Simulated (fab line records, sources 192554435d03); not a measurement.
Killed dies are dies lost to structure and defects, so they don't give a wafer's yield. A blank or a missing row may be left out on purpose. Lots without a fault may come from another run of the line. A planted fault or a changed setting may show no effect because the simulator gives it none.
Split-lot experiment | flow n5_finfet | 7 lots, 21 wafers read, on a route of 1938 steps

THE SPLIT
At N5_DUMMY_GATE_DESCUM_20 (chemistry O2, time 6.2 s), the setting time_s was moved away from the recipe's 6.2 s on 6 of the 21 wafers read, by -22.4% to +22.4%. The other wafers ran this setting at the recipe's value.

The file shows no step between the split and the reading.

THE READING
CAR-EUV_of_DUMMY_GATE_COAT_09.thk_nm (the simulator's own value, which no gauge read), in nm, at N5_DUMMY_GATE_ETCH_29 (etches underlayer in N2/H2, target depth 13 nm). The file gives no usual value for it. The 15 wafers here that ran the recipe average 19.0 nm, standard deviation 0.13 nm.

wafer  | tool, chamber at the split | time_s as run, s | against the recipe | CAR-EUV_of_DUMMY_GATE_COAT_09.thk_nm, nm | against lot-mates on the recipe
L074.1 | rie_diel-02, 2             | 6.2              | recipe             | 19                                       | -
L074.2 | rie_diel-02, 1,2           | 6.2              | recipe             | 19                                       | -
L074.6 | rie_diel-02, 1,2           | 6.2              | recipe             | 19                                       | -
L075.1 | rie_diel-04, 3,1           | 6.2              | recipe             | 18.8                                     | -
L075.2 | rie_diel-04, 3,1           | 6.2              | recipe             | 18.8                                     | -
L075.3 | rie_diel-04, 0             | 6.2              | recipe             | 19                                       | -
L082.2 | rie_diel-02, 0,2           | 7.3              | +17.7%             | 18.6                                     | -0.6
L082.3 | rie_diel-02, 0,2           | 7.3              | +17.7%             | 18.4                                     | -0.8
L082.5 | rie_diel-02, 0             | 6.2              | recipe             | 19.2                                     | -
L084.2 | rie_diel-05, 0,3,2         | 4.809            | -22.4%             | 19.8                                     | no lot-mate on the recipe
L084.6 | rie_diel-05, 0,3,2         | 4.809            | -22.4%             | 19.8                                     | no lot-mate on the recipe
L084.3 | rie_diel-05, 0,3,2         | 4.809            | -22.4%             | 20                                       | no lot-mate on the recipe
L085.1 | rie_diel-02, 1,3,3         | 6.2              | recipe             | 19                                       | -
L085.4 | rie_diel-02, 1,3,3         | 6.2              | recipe             | 19                                       | -
L085.6 | rie_diel-02, 1,3,3         | 6.2              | recipe             | 19                                       | -
L087.1 | rie_diel-04, 1,2,3         | 6.2              | recipe             | 18.8                                     | -
L087.2 | rie_diel-04, 1,2,3         | 6.2              | recipe             | 18.8                                     | -
L087.5 | rie_diel-04, 1,2,3         | 6.2              | recipe             | 18.8                                     | -
L097.1 | rie_diel-02, 1,0           | 6.2              | recipe             | 19                                       | -
L097.2 | rie_diel-02, 1,0           | 6.2              | recipe             | 19.2                                     | -
L097.5 | rie_diel-02, 2             | 7.586            | +22.4%             | 18.4                                     | -0.7
Where a row lists several chambers, the file gives one row for several wafers and doesn't say which wafer went through which chamber.

THE FIT
A straight line over all 21 wafers: CAR-EUV_of_DUMMY_GATE_COAT_09.thk_nm changes by -0.0339 nm for each +1% of time_s; r = -0.94; the points scatter about the line by 0.15 nm.
The same after taking each lot's own level away (the mean of its wafers on the recipe; 18 wafers): -0.0358 nm for each +1%; r = -0.97; scatter 0.073 nm.
On that fit, the largest move of time_s shifts the reading by 0.8 nm.
The lots' own levels span 18.80 to 19.20 nm, that is 3.1 times the standard deviation above.
So the lot-to-lot level changes the slope little: the two slopes agree.
Check: with one of the wafers moved furthest among these (+22.4%) left out of the fit, the line predicts -0.882 nm for it against its lot-mates. It came out at -0.7 nm against them.

OTHER SPLITS ON THESE WAFERS
These wafers also went through other splits before the reading. Each is held against what the fit with the lots' levels taken away leaves over:
other split on the same wafers        | wafers away from the commonest value | r with CAR-EUV_of_DUMMY_GATE_COAT_09.thk_nm (lot level and that fit taken away)
N5_WELL_APT_EXPOSE_22 dose_mj         | 8                                    | +0.12
N5_WELL_APT_PEB_23 peb_time_s         | 10                                   | +0.01
N5_FIN_SAQP_COAT_49 spin_rpm          | 11                                   | +0.11
N5_FIN_SAQP_DEVELOP_15 develop_time_s | 7                                    | -0.16
N5_FIN_CUT_CUT_ETCH_15 time_s         | 11                                   | +0.12

THE WHOLE CHAIN: every reading that the file lists as answering this split, in the file's order
step                    | what it does                                   | reading                                                                               | change (the file's fit)                | r (the file's)
N5_DUMMY_GATE_DESCUM_20 | chemistry O2, time 6.2 s                       | CAR-EUV_of_DUMMY_GATE_COAT_09.thk_nm (the simulator's own value, which no gauge read) | -0.0295 nm for each +1% of the setting | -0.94
N5_DUMMY_GATE_ETCH_29   | etches underlayer in N2/H2, target depth 13 nm | CAR-EUV_of_DUMMY_GATE_COAT_09.thk_nm (the simulator's own value, which no gauge read) | -0.0345 nm for each +1% of the setting | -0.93

THE FILE'S OWN FIT
CAR-EUV_of_DUMMY_GATE_COAT_09.thk_nm changes by -0.0345 nm for each +1% of time_s, r = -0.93.
